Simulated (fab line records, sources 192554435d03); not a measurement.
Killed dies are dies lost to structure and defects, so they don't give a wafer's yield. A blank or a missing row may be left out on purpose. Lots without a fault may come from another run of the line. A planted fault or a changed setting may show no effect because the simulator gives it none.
Which tool did it? | flow n5_finfet | 11 lots, 30 wafers sampled, at 4 steps of a route of 1938

WHAT THE GAUGES READ, wafer by wafer
N5_MOL_CONTACT_COAG_INSPECT_97: inspects for defects (darkfield). Usual: raw_defect_count 43, standard deviation 18.
lot  | measured     | on                | raw_defect_count | flag
L149 | day 5 15:29  | defect_inspect-01 | 51 17 29         |
L151 | day 6 02:06  | defect_inspect-02 | 64 18 39         |
L152 | day 6 14:55  | defect_inspect-01 | 19 26 47         |
L155 | day 7 02:16  | defect_inspect-02 | 1179 36          | OFF
L157 | day 7 13:47  | defect_inspect-01 | 47 1004          | OFF
L159 | day 8 06:27  | defect_inspect-01 | 1195 25          | OFF
L165 | day 9 18:16  | defect_inspect-01 | 59 32 53         |
L167 | day 10 04:53 | defect_inspect-02 | 27 24 36         |
L168 | day 10 07:55 | defect_inspect-01 | 28 46 43         |
L169 | day 10 15:23 | defect_inspect-01 | 35 48 57         |
L171 | day 11 08:58 | defect_inspect-01 | 56 42 32         |

WHICH TOOL RAN EACH LOT (tool, then ch and the chambers of the sampled wafers, then the start)
lot  | N5_MOL_CONTACT_COAG_DESCUM_45      | N5_MOL_CONTACT_COAG_ETCHBACK_136   | N5_MOL_CONTACT_COAG_CMP_52
L149 | rie_diel-06 ch 1,2, day 5 10:52    | rie_diel-01 ch 0,1,3, day 5 11:17  | cmp-01 ch 2,3, day 5 12:10
L151 | rie_diel-01 ch 0,1,2, day 5 21:16  | rie_diel-02 ch 0,2, day 5 21:46    | cmp-04 ch 0,2,3, day 5 22:41
L152 | rie_diel-02 ch 1,3, day 6 09:58    | rie_diel-06 ch 1,2, day 6 10:35    | cmp-01 ch 0,1,3, day 6 11:38
L155 | rie_diel-02 ch 1,2, day 6 21:23    | rie_diel-01 ch 1,3, day 6 22:04    | cmp-01 ch 0,3, day 6 22:57
L157 | rie_diel-02 ch 0,1, day 7 09:03    | rie_diel-02 ch 1,3, day 7 09:35    | cmp-01 ch 0,3, day 7 10:26
L159 | rie_diel-01 ch 0,2, day 8 01:50    | rie_diel-01 ch 2,3, day 8 02:16    | cmp-01 ch 0,1, day 8 03:11
L165 | rie_diel-06 ch 0,2,3, day 9 12:49  | rie_diel-01 ch 0,1,2, day 9 13:53  | cmp-03 ch 0,1,3, day 9 14:58
L167 | rie_diel-02 ch 0,1,2, day 10 00:11 | rie_diel-06 ch 1,3, day 10 00:40   | cmp-04 ch 1,2,3, day 10 01:31
L168 | rie_diel-06 ch 0,1,3, day 10 01:58 | rie_diel-01 ch 0,1,2, day 10 02:28 | cmp-04 ch 0,3, day 10 03:19
L169 | rie_diel-01 ch 0,1,2, day 10 10:44 | rie_diel-02 ch 0,2,3, day 10 11:11 | cmp-01 ch 0,2,3, day 10 12:05
L171 | rie_diel-02 ch 1,2,3, day 11 04:14 | rie_diel-02 ch 1,3, day 11 04:41   | cmp-04 ch 0,1, day 11 05:34
- N5_MOL_CONTACT_COAG_DESCUM_45: chemistry O2, time 7 s.
- N5_MOL_CONTACT_COAG_ETCHBACK_136: etches SiO2 in CHF3, target depth 25 nm, time 16.7 s.
- N5_MOL_CONTACT_COAG_CMP_52: polishes, stops on SiO2, t overpolish 1.5 s, target thk 66.5 nm.

WHAT THE TOOLS THEMSELVES READ (means of the sampled wafers that have a number; where no wafer has one, the mark that the record gives instead)
N5_MOL_CONTACT_COAG_DESCUM_45. Usual: drypump_motor_current_A 5.5 A, standard deviation 0.33; oes_product_au 0.78 a.u., standard deviation 0.067; rf_vpp_V 243.2 V, standard deviation 1.3; showerhead_plenum_p_Torr 2.10 Torr, standard deviation 0.064; throttle_valve_pct 20.57 %, standard deviation 0.24.
lot  | tool        | drypump_motor_current_A (A) | oes_product_au (a.u.) | rf_vpp_V (V) | showerhead_plenum_p_Torr (Torr) | throttle_valve_pct (%) | flag
L149 | rie_diel-06 | 5.2                         | 0.70                  | 243.6        | 2.08                            | 20.39                  |
L151 | rie_diel-01 | 5.7                         | 0.89                  | 244.2        | 2.12                            | 20.43                  |
L152 | rie_diel-02 | 5.1                         | 0.76                  | 244.4        | 2.16                            | 20.80                  |
L155 | rie_diel-02 | 5.2                         | 0.75                  | 242.0        | 2.05                            | 20.71                  |
L157 | rie_diel-02 | 5.7                         | 0.79                  | 241.9        | 2.06                            | 20.40                  |
L159 | rie_diel-01 | 5.7                         | 0.82                  | 242.9        | 2.12                            | 20.55                  |
L165 | rie_diel-06 | 5.4                         | 0.71                  | 241.8        | 2.10                            | 20.63                  |
L167 | rie_diel-02 | 5.6                         | 0.74                  | 242.3        | 2.03                            | 20.59                  |
L168 | rie_diel-06 | 5.4                         | 0.80                  | 242.3        | 2.07                            | 20.54                  |
L169 | rie_diel-01 | 5.8                         | 0.83                  | 243.2        | 2.11                            | 20.48                  |
L171 | rie_diel-02 | 5.2                         | 0.72                  | 243.0        | 2.09                            | 20.85                  |

N5_MOL_CONTACT_COAG_ETCHBACK_136. Usual: drypump_motor_current_A 5.5 A, standard deviation 0.31; oes_product_au 0.78 a.u., standard deviation 0.078; rf_vpp_V 524 V, standard deviation 11; showerhead_plenum_p_Torr 2.39 Torr, standard deviation 0.065; throttle_valve_pct 18.88 %, standard deviation 0.16.
lot  | tool        | drypump_motor_current_A (A) | oes_product_au (a.u.) | rf_vpp_V (V) | showerhead_plenum_p_Torr (Torr) | throttle_valve_pct (%) | flag
L149 | rie_diel-01 | 5.7                         | 0.87                  | 531          | 2.41                            | 18.78                  |
L151 | rie_diel-02 | 5.6                         | 0.75                  | 530          | 2.29                            | 19.00                  |
L152 | rie_diel-06 | 5.2                         | 0.71                  | 528          | 2.44                            | 18.94                  |
L155 | rie_diel-01 | 5.8                         | 0.84                  | 532          | 2.40                            | 18.79                  |
L157 | rie_diel-02 | 5.2                         | 0.76                  | 528          | 2.43                            | 18.92                  |
L159 | rie_diel-01 | 5.7                         | 0.77                  | 522          | 2.38                            | 18.89                  |
L165 | rie_diel-01 | 5.7                         | 0.84                  | 527          | 2.41                            | 18.77                  |
L167 | rie_diel-06 | 5.4                         | 0.90                  | 525          | 2.34                            | 18.74                  |
L168 | rie_diel-01 | 5.7                         | 0.83                  | 527          | 2.41                            | 18.79                  |
L169 | rie_diel-02 | 5.5                         | 0.73                  | 530          | 2.34                            | 19.04                  |
L171 | rie_diel-02 | 5.1                         | 0.73                  | 532          | 2.43                            | 19.04                  |

N5_MOL_CONTACT_COAG_CMP_52. Usual: head_pressure_psi 3.999 psi, standard deviation 0.009; motor_current_A 12.5 A, standard deviation 1.2; overpolish_run_s 1.501 s, standard deviation 0.0094; time_to_endpoint_s 13.7 s, standard deviation 2.5.
lot  | tool   | head_pressure_psi (psi) | motor_current_A (A) | overpolish_run_s (s) | time_to_endpoint_s (s) | flag
L149 | cmp-01 | 3.999                   | 11.2                | 1.500                | 10.6                   |
L151 | cmp-04 | 4.002                   | 14.2                | 1.498                | 13.5                   |
L152 | cmp-01 | 3.998                   | 12.3                | 1.512                | 15.9                   |
L155 | cmp-01 | 3.986                   | 11.9                | 0.769                | 20.1                   | OFF
L157 | cmp-01 | 4.000                   | 11.6                | 0.763                | 20.4                   | OFF
L159 | cmp-01 | 4.006                   | 12.8                | 0.765                | 20.6                   | OFF
L165 | cmp-03 | 3.988                   | 11.7                | 1.504                | 17.2                   |
L167 | cmp-04 | 3.993                   | 13.6                | 1.501                | 11.7                   |
L168 | cmp-04 | 3.997                   | 14.3                | 1.501                | 14.2                   |
L169 | cmp-01 | 3.986                   | 11.7                | 1.501                | 13.7                   |
L171 | cmp-04 | 3.995                   | 12.4                | 1.506                | 13.0                   |

THE ANSWER, worked out from the rows above alone
Rule: a lot is off if the mean of its wafers that have a number lies more than 3 standard deviations from the usual mean. A lot without any number at a reading at which 4 lots or more have one is off too. The other lots that the step has rows for count as sound. The gauges are gone through in route order, then the tools' own readings, and for those a lot's mean is taken as printed above. The first step at which some lot is off is used, and at that step the reading that is off furthest; a lot without a number counts as furthest.
Off: L155, L157, L159, at N5_MOL_CONTACT_COAG_INSPECT_97 (raw_defect_count).
A tool fits if, at a process step before that reading, it ran every lot that is off, and no sound lot after the first of them. The gauges at N5_MOL_CONTACT_COAG_INSPECT_97 aren't tried: what is off there is off at N5_MOL_CONTACT_COAG_CMP_52 too, on other tools, and a gauge's error can't cause that. None of those tried fits.

WHAT THE SIMULATOR HAD PUT IN
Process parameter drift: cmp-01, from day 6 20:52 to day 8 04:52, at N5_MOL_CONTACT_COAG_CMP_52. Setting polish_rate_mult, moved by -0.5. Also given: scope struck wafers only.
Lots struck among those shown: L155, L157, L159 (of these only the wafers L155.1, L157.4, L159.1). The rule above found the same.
